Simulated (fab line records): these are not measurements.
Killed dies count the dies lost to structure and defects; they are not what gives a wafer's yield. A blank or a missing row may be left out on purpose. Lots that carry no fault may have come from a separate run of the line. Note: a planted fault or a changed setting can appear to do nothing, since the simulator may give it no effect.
Matching of chambers ; flow n5 finfet ; rie diel-05 running N5_BEOL_M0_SAQP_ETCH_88: 4 sister chambers
The step etches underlayer in N2/H2, target depth 6.5 nm, time 5.2 s. 4 wafers are shown with their chamber, then 9 later ones without.

## EACH WAFER AND ITS CHAMBER
wafer;chamber;showerhead plenum p Torr (Torr)
L076.5;2;2.71
L079.2;3;2.44
L080.4;1;2.51
L080.5;0;2.51

## WAFERS WHOSE CHAMBER IS MISSING
wafer;showerhead plenum p Torr (Torr)
L084.1;2.70
L084.2;2.51
L084.3;2.51
L093.1;2.50
L093.3;2.43
L093.4;2.50
L094.2;2.50
L094.3;2.50
L094.6;2.50

## THE CHAMBER EACH PASSED THROUGH
wafer;from the rows above;in truth
L084.1;2;2
L084.2;can't be placed: 0 or 1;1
L084.3;can't be placed: 0 or 1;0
L093.1;can't be placed: 0 or 1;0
L093.3;3;3
L093.4;can't be placed: 0 or 1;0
L094.2;can't be placed: 0 or 1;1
L094.3;can't be placed: 0 or 1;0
L094.6;can't be placed: 0 or 1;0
Placed correctly: 2 of 9. Cannot be placed on the basis of these rows: 7; the candidates contain the true chamber in 7. Wrongly placed: 0.
How it was worked out, from the rows above alone: a wafer's distance from a chamber is the root of the sum, over the readings, of the square of ((its reading less the chamber's mean) divided by the reading's scatter). The wafer belongs to the nearest chamber; if the next one is less than 2 further off, it can't be placed. The mean given for a chamber averages the wafers shown for that chamber. The scatter: with one shown wafer a chamber, the root of the mean of the squares of how far each hidden wafer lies from its nearest shown one.
